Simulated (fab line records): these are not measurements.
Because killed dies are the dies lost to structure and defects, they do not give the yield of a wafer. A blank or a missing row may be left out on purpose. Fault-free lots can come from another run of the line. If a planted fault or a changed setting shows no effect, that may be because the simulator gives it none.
Matching of chambers    flow n5_finfet    N5_GATE_CUT_ETCH_36 on rie_diel-06: 4 sister chambers
The step etches SiARC in CF4, target depth 13 nm, time 21.7 s. 4 wafers are shown with their chamber, then 10 later ones without.

## WAFERS, EACH WITH ITS CHAMBER
wafer   chamber  showerhead_plenum_p_Torr (Torr)
L076.4  0        2.20
L089.4  1        2.12
L092.2  3        1.99
L092.4  2        2.24

## WAFERS WITH NO CHAMBER GIVEN
wafer   showerhead_plenum_p_Torr (Torr)
L092.5  2.24
L096.1  2.11
L096.2  2.19
L096.3  2.24
L096.4  1.99
L096.5  2.11
L096.6  2.24
L097.2  2.19
L097.3  2.24
L097.4  1.99

## CHAMBER TAKEN BY EACH
wafer   from the rows above  in truth
L092.5  2                    2
L096.1  1                    1
L096.2  0                    0
L096.3  2                    2
L096.4  3                    3
L096.5  1                    1
L096.6  2                    2
L097.2  0                    0
L097.3  2                    2
L097.4  3                    3
Correctly placed: 10 of 10. Not placeable from these rows: 0. Number placed wrongly: 0.
How it was worked out, from the rows above alone: a wafer's distance from a chamber is the root of the sum, over the readings, of the square of ((its reading less the chamber's mean) divided by the reading's scatter). If the next closest chamber is less than 2 further off than the closest, the wafer can't be placed; otherwise it belongs to the closest. The mean given for a chamber averages the wafers shown for that chamber. The scatter: root of mean squared gap, hidden wafer to nearest shown wafer, with one shown wafer a chamber.
